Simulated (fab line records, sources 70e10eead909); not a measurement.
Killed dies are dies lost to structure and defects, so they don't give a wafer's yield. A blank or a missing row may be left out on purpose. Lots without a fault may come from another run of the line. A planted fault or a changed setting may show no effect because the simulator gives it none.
Chamber matching | flow nand_harc | NHARC_A_CHANNEL_FILL_D2_ETCHBACK_20 on rie_diel-12: 4 sister chambers
The step etches the open film in C4F8/O2/Ar, target depth 27 nm, time 13.5 s. 8 wafers are shown with their chamber, then 9 later ones without.

WAFERS WITH THEIR CHAMBER
wafer  | chamber | rf_vpp_V (V) | oes_product_au (a.u.)
L472.3 | 2       | 983          | 0.952
L480.1 | 3       | 981          | 0.993
L480.6 | 0       | 973          | 0.981
L484.5 | 0       | 972          | 0.984
L484.6 | 1       | 986          | 1.004
L485.2 | 3       | 980          | 1.005
L485.3 | 2       | 981          | 1.008
L485.4 | 1       | 985          | 0.992

WAFERS WITHOUT THEIR CHAMBER
wafer  | rf_vpp_V (V) | oes_product_au (a.u.)
L489.2 | 971          | 0.990
L489.4 | 986          | 1.007
L489.6 | 980          | 1.005
L490.2 | 971          | 0.927
L490.3 | 980          | 0.957
L490.5 | 980          | 0.952
L492.2 | 979          | 1.010
L492.4 | 986          | 0.990
L492.6 | 972          | 0.986

WHICH CHAMBER EACH WENT THROUGH
wafer  | from the rows above     | in truth
L489.2 | 0                       | 0
L489.4 | 1                       | 1
L489.6 | can't be placed: 3 or 2 | 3
L490.2 | 0                       | 0
L490.3 | can't be placed: 3 or 2 | 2
L490.5 | can't be placed: 3 or 2 | 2
L492.2 | can't be placed: 3 or 2 | 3
L492.4 | 1                       | 1
L492.6 | 0                       | 0
Placed correctly: 5 of 9. Can't be placed from these rows: 4 (the true chamber is among the candidates in 4). Placed wrongly: 0.
How it was worked out, from the rows above alone: a wafer's distance from a chamber is the root of the sum, over the readings, of the square of ((its reading less the chamber's mean) divided by the reading's scatter). The wafer belongs to the nearest chamber; if the next one is less than 2 further off, it can't be placed. A chamber's mean is the mean of its shown wafers. The scatter: the root of (the sum of the squares of (reading less its chamber's mean) over the shown wafers, divided by (wafers less chambers)).
